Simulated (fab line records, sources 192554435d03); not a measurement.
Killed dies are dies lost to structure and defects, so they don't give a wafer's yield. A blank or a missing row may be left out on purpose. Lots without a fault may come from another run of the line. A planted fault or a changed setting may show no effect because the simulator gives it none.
fab line records | flow n5_finfet
record lots=6 wafers=17 last_day=19
route steps=1938 shown BEOL_M3@1009 BEOL_M4@1021 PASSIVATION@1936
lots that met no fault: from a run of the same line without faults
start_h: hours from the record's first day to the start of the lot's first wafer shown | wait_h: hours since the lot's step before | " the same as in the row above | L1.1+2: a row that stands for several wafers | - no value, or no start given | * or withheld: withheld | < > ~ a bound
route shown NAME@n: a module of which the file shows steps, and the number in the route of the first | usual: mean/standard deviation of fault-free wafers | same: alike in all rows | chamber/n: place in a boat | sites: the reading at each site | _std_site: their standard deviation | _edge_site: outer sites' mean less inner sites' | radius_mm: how far each site lies from the wafer's centre | mask NAME#n: copy n | behind: the tool/chamber that last shaped the wafer | hold: why the lot was held/for how many hours/how that ended | device: the transistor (n, p or np) that didn't switch | end of line: the same wafers' tests at the end of the route | a step without rows: its recipe alone | killed: dies lost to structure and defects at the first sort, not the wafer's yield | map: a wafer's dies, x killed, . not, _ none there
set.NAME: the setting as run; set.NAME@STEP: as run at that earlier step | model.NAME: the simulator's own value behind a step, which no gauge read
lots at some steps of the route; a table a step, a row a wafer
services: from which hour (start_h, from the record's first day; less than 0 if before it) a tool's chamber was out of use, for how many hours, and why
## steps
# step N5_BEOL_M3_ANNEAL_95
# recipe temp_c=400 time_s=240 ambient=vacuum
# usual heater_power_w=838/89
# columns lot.wafer tool chamber start_h wait_h heater_power_w
L414.1 pvd_sputter-02 - 199.92 0.0 707
L414.2 " - " " 729
L414.6 " - " " 853
L415.1 pvd_sputter-03 - 202.87 0.0 806
L415.4 " - " " 859
L415.6 " - " " 850
L428.1 pvd_sputter-01 - 292.50 0.0 814
L428.4 " - " " 760
L430.2 pvd_sputter-03 - 299.61 0.0 764
L430.4 " - " " 786
L430.6 " - " " 811
L429.3 pvd_sputter-01 - 305.83 0.0 766
L429.5 " - " " 807
L429.6 " - " " 1059
L431.1 pvd_sputter-02 - 321.93 0.0 851
L431.2 " - " " 725
L431.6 " - " " 729
# step N5_BEOL_M3_SPUTTER_96
# recipe material=Cu target_thk_a=45 temp_c=-20 chamber_pressure_pa=0.07 power_w=withheld time_s=8.29
# step N5_BEOL_M3_ECD_50
# recipe material=Cu target_thk_a=3000
# step N5_BEOL_M3_ANNEAL_51
# recipe temp_c=225 time_s=90 ambient=N2
# usual wafer_temp_C_max=226.3/0.54
# columns lot.wafer tool chamber start_h wait_h wafer_temp_C_max
L414.1 rtp_anneal-02 0 200.25 0.1 226.6
L414.2 " 0 " " 227.0
L414.6 " 0 " " 226.7
L415.1 rtp_anneal-02 0 203.46 0.3 227.1
L415.4 " 0 " " 226.7
L415.6 " 0 " " 226.5
L428.1 rtp_anneal-02 0 293.04 0.2 227.1
L428.4 " 0 " " 227.1
L430.2 rtp_anneal-02 0 299.99 0.1 227.0
L430.4 " 0 " " 226.4
L430.6 " 0 " " 226.7
L429.3 rtp_anneal-01 0 306.36 0.2 225.7
L429.5 " 0 " " 225.6
L429.6 " 0 " " 225.5
L431.1 rtp_anneal-01 0 322.26 0.1 226.0
L431.2 " 0 " " 226.0
L431.6 " 0 " " 225.7
# step N5_BEOL_M3_CMP_52
# recipe stop_on=SiOC t_overpolish_s=6.8 down_force_psi=1 platen_rpm=50 clearing_platen_down_force_psi=1.5 clearing_platen_rpm=50 post_cmp_clean=cu_alkaline target_thk_nm=40 clearing_platen_pad_velocity_m_s=0.99484 pad_velocity_m_s=0.99484
# step N5_BEOL_M3_THK_MEAS_53
# recipe thk_meas_gauge=xrf reads=Cu_of_BEOL_M3_ECD_50
# usual M3_THK=39.7/2
# columns lot.wafer tool chamber start_h wait_h M3_THK[nm]
L414.1 film_metro-01 - 200.84 - 39.6
L414.2 " - " " 39.6
L414.6 " - " " 36.1
L415.1 film_metro-02 - 204.05 - 34.4
L415.4 " - " " 38.2
L415.6 " - " " 38.1
L428.1 film_metro-02 - 293.66 - 41.4
L428.4 " - " " 44.7
L430.2 film_metro-01 - 300.55 - 39.5
L430.4 " - " " 37.5
L430.6 " - " " 38.9
L429.3 film_metro-01 - 306.86 - 37.4
L429.5 " - " " 40.4
L429.6 " - " " 42.4
L431.1 film_metro-01 - 322.86 - 35.7
L431.2 " - " " 36.9
L431.6 " - " " 38.5
# step N5_BEOL_M3_PRE_CLEAN_60
# recipe gas=NH3/H2 time_s=15 temp_c=* rf_power_w=300
# usual heater_power_w=78/15
# columns lot.wafer tool chamber start_h wait_h heater_power_w
L414.1 cvd_co-01 0 200.88 0.0 88
L414.2 " 2 " " 82
L414.6 " 1 " " 59
L415.1 cvd_co-01 1 204.09 0.0 61
L415.4 " 2 " " 82
L415.6 " 1 " " 61
L428.1 cvd_co-02 1 293.88 0.2 83
L428.4 " 0 " " 56
L430.2 cvd_co-02 0 300.59 0.0 57
L430.4 " 2 " " 109
L430.6 " 2 " " 104
L429.3 cvd_co-01 2 306.90 0.0 80
L429.5 " 2 " " 82
L429.6 " 0 " " 88
L431.1 cvd_co-01 0 322.89 0.0 89
L431.2 " 2 " " 82
L431.6 " 1 " " 59
# step N5_BEOL_M3_CO_CAP_55
# recipe material=Co target_thk_a=20 temp_c=200 precursor=CCTBA/H2 pressure_torr=30 time_s=102.1
# usual heater_power_w=227/19
# columns lot.wafer tool chamber start_h wait_h heater_power_w
L414.1 cvd_co-01 0 200.92 0.0 239
L414.2 " 2 " " 223
L414.6 " 1 " " 206
L415.1 cvd_co-01 1 204.13 0.0 206
L415.4 " 2 " " 228
L415.6 " 1 " " 207
L428.1 cvd_co-02 1 293.92 0.0 231
L428.4 " 0 " " 197
L430.2 cvd_co-02 0 300.65 0.0 200
L430.4 " 2 " " 258
L430.6 " 2 " " 259
L429.3 cvd_co-01 2 306.94 0.0 227
L429.5 " 2 " " 231
L429.6 " 0 " " 235
L431.1 cvd_co-01 0 322.93 0.0 245
L431.2 " 2 " " 233
L431.6 " 1 " " 204
# step N5_BEOL_M3_PRE_CLEAN_56
# recipe gas=NH3 time_s=15 temp_c=withheld rf_power_w=300
# step N5_BEOL_M3_DEP_57
# recipe material=SiCN target_thk_a=80 temp_c=withheld precursor=3MS/NH3 pressure_torr=3 rf_w=202 time_s=14
# usual showerhead_plenum_p_Torr=3.666/0.018 throttle_valve_pct=9.2/0.51
# columns lot.wafer tool chamber start_h wait_h showerhead_plenum_p_Torr throttle_valve_pct
L414.1 pecvd-04 0 201.04 0.0 3.674 9.7
L414.2 " 2 " " 3.673 8.8
L414.6 " 2 " " 3.676 8.5
L415.1 pecvd-01 2 204.25 0.0 3.634 8.9
L415.4 " 2 " " 3.644 8.7
L415.6 " 0 " " 3.646 9.2
L428.1 pecvd-01 2 294.03 0.0 3.628 8.9
L428.4 " 2 " " 3.630 8.9
L430.2 pecvd-04 1 300.80 0.0 3.665 9.9
L430.4 " 2 " " 3.667 8.4
L430.6 " 1 " " 3.685 9.9
L429.3 pecvd-02 0 307.06 0.0 3.678 8.8
L429.5 " 0 " " 3.668 8.6
L429.6 " 1 " " 3.662 9.0
L431.1 pecvd-02 0 323.05 0.0 3.687 8.9
L431.2 " 2 " " 3.691 9.3
L431.6 " 1 " " 3.673 8.9
# step N5_BEOL_M3_RS_MEAS_58
# recipe thk_meas_gauge=four-point-probe reads=Co_of_BEOL_M3_CO_CAP_55+Cu_of_BEOL_M3_ECD_50+Co_of_BEOL_M3_CVD_47+TaN_of_BEOL_M3_ALD_84
# usual M3_RS=0.69/0.045
# columns lot.wafer tool chamber start_h wait_h M3_RS[ohm/sq]
L414.1 film_metro-02 - 201.12 0.1 0.68
L414.2 " - " " 0.68
L414.6 " - " " 0.77
L415.1 film_metro-02 - 204.32 0.0 0.81
L415.4 " - " " 0.71
L415.6 " - " " 0.72
L428.1 film_metro-02 - 294.10 0.0 0.64
L428.4 " - " " 0.59
L430.2 film_metro-02 - 300.87 0.1 0.69
L430.4 " - " " 0.74
L430.6 " - " " 0.71
L429.3 film_metro-01 - 307.13 0.1 0.74
L429.5 " - " " 0.67
L429.6 " - " " 0.63
L431.1 film_metro-01 - 323.12 0.0 0.79
L431.2 " - " " 0.76
L431.6 " - " " 0.72
# step N5_BEOL_M3_INSPECT_59
# recipe inspect_instrument=darkfield mode=post_dep
# usual raw_defect_count=70/21
# columns lot.wafer tool chamber start_h wait_h raw_defect_count
L414.1 defect_inspect-01 - 201.14 0.0 66
L414.2 " - " " 61
L414.6 " - " " 104
L415.1 defect_inspect-01 - 204.34 0.0 95
L415.4 " - " " 131
L415.6 " - " " 73
L428.1 defect_inspect-01 - 294.13 0.0 73
L428.4 " - " " 85
L430.2 defect_inspect-02 - 300.90 0.0 63
L430.4 " - " " 64
L430.6 " - " " 76
L429.3 defect_inspect-02 - 307.15 0.0 53
L429.5 " - " " 75
L429.6 " - " " 75
L431.1 defect_inspect-01 - 323.14 0.0 60
L431.2 " - " " 75
L431.6 " - " " 67
# step N5_BEOL_M4_ILD_DEP_00
# recipe material=SiOC target_thk_a=790 temp_c=350 precursor=DEMS/O2 pressure_torr=5 rf_w=500 time_s=15.3
# usual heater_power_w=522/90 showerhead_plenum_p_Torr=5.691/0.019 susceptor_temp_C=349.99/0.19 throttle_valve_pct=11.8/0.53
# columns lot.wafer tool chamber start_h wait_h heater_power_w showerhead_plenum_p_Torr susceptor_temp_C throttle_valve_pct
L414.1 pecvd-02 0 201.18 0.0 506 5.711 349.88 11.5
L414.2 " 2 " " 522 5.719 350.05 11.8
L414.6 " 0 " " 502 5.701 350.08 11.6
L415.1 pecvd-03 0 204.38 0.0 489 5.691 350.30 11.6
L415.4 " 0 " " 487 5.669 350.69 11.6
L415.6 " 1 " " 515 5.682 349.74 11.4
L428.1 pecvd-01 2 294.16 0.0 577 5.675 350.29 11.6
L428.4 " 1 " " 364 5.716 350.01 13.1
L430.2 pecvd-01 2 300.93 0.0 523 5.658 345.51 11.5
L430.4 " 2 " " 515 5.670 345.85 11.6
L430.6 " 1 " " 349 5.692 345.78 13.1
L429.3 pecvd-01 1 307.19 0.0 315 5.716 346.21 13.1
L429.5 " 2 " " 549 5.664 345.63 11.8
L429.6 " 1 " " 307 5.716 346.18 13.3
L431.1 pecvd-03 2 323.18 0.0 594 5.714 349.91 11.3
L431.2 " 1 " " 583 5.671 349.72 11.5
L431.6 " 1 " " 562 5.711 349.69 11.5
# step N5_BEOL_M4_THK_MEAS_01
# recipe reads=SiOC_of_BEOL_M4_ILD_DEP_00
# usual M4_ILD_THK=78.9/1.2
# columns lot.wafer tool chamber start_h wait_h M4_ILD_THK[nm]
L414.1 film_metro-02 - 201.25 0.0 78.4
L414.2 " - " " 77.7
L414.6 " - " " 80.2
L415.1 film_metro-01 - 204.45 0.0 79.2
L415.4 " - " " 81.5
L415.6 " - " " 78.6
L428.1 film_metro-01 - 294.23 0.0 78.1
L428.4 " - " " 80.1
L430.2 film_metro-02 - 301.00 0.1 80.1
L430.4 " - " " 80.7
L430.6 " - " " 82.1
L429.3 film_metro-02 - 307.26 0.1 79.9
L429.5 " - " " 80.3
L429.6 " - " " 81.2
L431.1 film_metro-02 - 323.25 0.0 77.1
L431.2 " - " " 75.8
L431.6 " - " " 77.6
# step N5_BEOL_M4_RC_MEAS_101
# usual DIBL_N=36.5/2.2 DIBL_P=36.9/2.9 IOFF_N=0.17/0.044 IOFF_P=0.22/0.052 ION_N=671/16 ION_P=461/10 SS_N=71.6/0.73 SS_P=73.5/0.79 VT_N=250/4.1 VT_P=-250/4.1
# columns lot.wafer tool chamber start_h wait_h DIBL_N[mV/V] DIBL_P[mV/V] IOFF_N[nA/um] IOFF_P[nA/um] ION_N[uA/um] ION_P[uA/um] SS_N[mV/dec] SS_P[mV/dec] VT_N[mV] VT_P[mV]
L414.1 prober-01 0 212.77 0.0 36.6 36.5 0.19 0.21 668 452 73.5 74.4 247 -251
L414.2 " 0 " " 28.8 27.5 0.08 0.10 642 442 70.4 72.3 257 -261
L414.6 " 0 " " 36.4 36.8 0.19 0.22 665 454 72.6 74.2 247 -250
L415.1 prober-01 0 219.30 0.0 36.7 36.2 0.15 0.24 670 463 71.5 73.9 251 -249
L415.4 " 0 " " 39.1 39.3 0.20 0.32 661 458 71.8 75.0 249 -242
L415.6 " 0 " " 34.9 33.4 0.14 0.20 643 453 71.3 73.4 252 -250
L428.1 prober-02 0 315.57 0.0 37.2 37.1 0.19 0.28 680 470 71.5 74.5 248 -243
L428.4 " 0 " " 37.0 37.2 0.19 0.28 690 481 71.4 74.3 248 -241
L430.2 prober-01 0 317.98 0.2 39.2 40.9 0.21 0.29 694 475 72.2 74.2 245 -246
L430.4 " 0 " " 36.9 36.9 0.14 0.21 658 456 71.6 73.0 253 -251
L430.6 " 0 " " 37.1 37.6 0.17 0.21 679 466 72.3 73.8 248 -251
L429.3 prober-02 0 318.53 0.3 41.2 40.4 0.23 0.27 689 464 72.2 74.5 246 -247
L429.5 " 0 " " 36.9 34.8 0.13 0.17 645 441 71.2 73.5 254 -253
L429.6 " 0 " " 38.1 36.7 0.14 0.20 657 452 71.9 73.2 254 -252
L431.1 prober-01 0 340.34 0.0 39.0 41.7 0.23 0.29 690 480 73.1 74.8 244 -245
L431.2 " 0 " " 36.1 36.9 0.15 0.20 665 458 72.1 73.8 252 -250
L431.6 " 0 " " 36.4 37.6 0.15 0.21 662 450 71.4 73.3 248 -250
# step N5_PASSIVATION_PROBE_49
# usual defect_limited_yield=91.3/1.4 killed_at_M0_to_M3=36/10 killed_at_M4_up=13/5.4 killed_at_contacts=12/5.3 killed_at_front_end=39/10 killed_at_other=3.2/2.7 killed_dies=103/16 killed_open=68/13 killed_short=33/6.6 sort_bin_5_function=5.1/0.92 sort_bin_6_memory=3.3/0.68 sort_bin_8_speed=0.1/0.41 sort_n_pass=1077/17 sort_yield_pct=91.2/1.4
# same gross_dies=1180 killed_at_back_side=0 sort_bin_4_leakage[%]=0
# columns lot.wafer tool chamber start_h wait_h defect_limited_yield[%] killed_at_M0_to_M3 killed_at_M4_up killed_at_contacts killed_at_front_end killed_at_other killed_dies killed_open killed_short sort_bin_5_function[%] sort_bin_6_memory[%] sort_bin_8_speed[%] sort_n_pass sort_yield_pct[%]
L414.1 prober-01 - 325.38 0.0 91.7 41 7 10 38 2 98 58 38 5.0 3.1 0 1082 91.7
L414.2 prober-01 - 325.43 0.1 91.3 44 9 13 36 1 103 62 38 4.5 3.8 0.8 1068 90.5
L414.6 prober-01 - 325.63 0.3 93.7 35 10 7 22 0 74 49 23 3.3 2.4 0 1106 93.7
L431.1 prober-02 - 449.67 0.0 91.9 28 18 16 27 7 96 71 23 4.4 3.3 0 1084 91.9
L431.2 prober-02 - 449.72 0.1 92.6 30 9 12 33 3 87 52 35 4.6 2.5 0 1093 92.6
L431.6 prober-02 - 449.92 0.3 92.2 40 11 6 35 0 92 57 35 4.8 2.7 0 1088 92.2
# killed by level:class
L414.1 FIN_SAQP:geometric_particle:open=13 FIN_SAQP:geometric_particle:short=11 BEOL_M1:geometric_particle:open=11 BEOL_M0_SAQP:geometric_particle:short=8 BEOL_M3:geometric_particle:open=8 MOL_CONTACT_COAG:geometric_particle:open=6 BEOL_M2:geometric_particle:open=6 GATE_CUT:geometric_particle:short=4
L414.2 BEOL_M0_SAQP:geometric_particle:short=16 MOL_CONTACT_COAG:geometric_particle:open=11 FIN_SAQP:geometric_particle:open=9 BEOL_M0_SAQP:geometric_particle:open=9 FIN_SAQP:geometric_particle:short=8 STI_FIN_REVEAL:geometric_particle:open=8 BEOL_M1:geometric_particle:open=8 BEOL_M3:geometric_particle:open=7
L414.6 BEOL_M3:geometric_particle:open=9 BEOL_M0_SAQP:geometric_particle:open=8 MOL_CONTACT_COAG:geometric_particle:open=7 FIN_SAQP:geometric_particle:short=6 BEOL_M1:geometric_particle:open=6 STARTING-WAFER:geometric_particle:short=6 BEOL_M4:geometric_particle:open=5 BEOL_M0_SAQP:geometric_particle:short=4
L431.1 MOL_CONTACT_COAG:geometric_particle:open=15 BEOL_M3:geometric_particle:open=9 GATE_CUT:geometric_particle:short=6 BEOL_M4:geometric_particle:open=6 STI_FIN_REVEAL:geometric_particle:open=5 BEOL_M5:geometric_particle:open=4 GATE_CUT:geometric_particle:open=4 BEOL_M0_SAQP:geometric_particle:open=4
L431.2 BEOL_M0_SAQP:geometric_particle:open=8 MOL_CONTACT_COAG:geometric_particle:open=7 FIN_SAQP:geometric_particle:short=6 BEOL_M0_SAQP:geometric_particle:short=6 FIN_SAQP:geometric_particle:open=5 STI_FIN_REVEAL:geometric_particle:open=5 MOL_CONTACT_COAG:geometric_particle:short=5 DUMMY_GATE:geometric_particle:open=4
L431.6 BEOL_M0_SAQP:geometric_particle:short=14 BEOL_M0_SAQP:geometric_particle:open=9 GATE_CUT:geometric_particle:open=6 DUMMY_GATE:geometric_particle:open=5 MOL_CONTACT_COAG:geometric_particle:open=5 GATE_CUT:geometric_particle:short=4 STARTING-WAFER:geometric_particle:open=4 BEOL_M1:geometric_particle:open=4
## services
# columns tool chamber start_h hours kind
pecvd-03 0 179.35 5.6 repair
cvd_co-01 - 180.76 4.3 pm
pecvd-03 - 190.15 1.2 repair
pecvd-02 2 203.28 2.1 scheduled_down
pecvd-02 0 204.42 9.0 repair
pecvd-04 2 215.90 3.4 repair
pecvd-03 0 228.65 2.3 repair
pecvd-04 2 228.99 4.0 repair
pecvd-03 1 229.50 2.1 scheduled_down
pecvd-02 1 230.84 14.9 repair
pecvd-01 1 233.56 22.8 repair
pecvd-03 1 267.27 5.5 scheduled_down
cvd_co-01 - 274.33 0.4 repair
cvd_co-01 - 295.95 2.8 pm
cvd_co-02 1 296.24 10.8 repair
pecvd-02 - 298.47 2.8 pm
rtp_anneal-02 - 323.08 4.7 pm
## key
first_sign step=N5_BEOL_M4_ILD_DEP_00 reading=susceptor_temp_C direction=down sigmas=21 usual=* struck=*
effect none on later readings
met_at N5_BEOL_M4_ILD_DEP_00
struck_wafers L429.3,L429.5,L429.6,L430.2,L430.4,L430.6
onset_between 294.16 300.93
fault kind=process_parameter_drift tool=pecvd-01 chamber=- onset_h=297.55 steps=N5_BEOL_M4_ILD_DEP_00 channel=temp_c offset=* shape=step end_h=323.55 acts_in=* stated=*
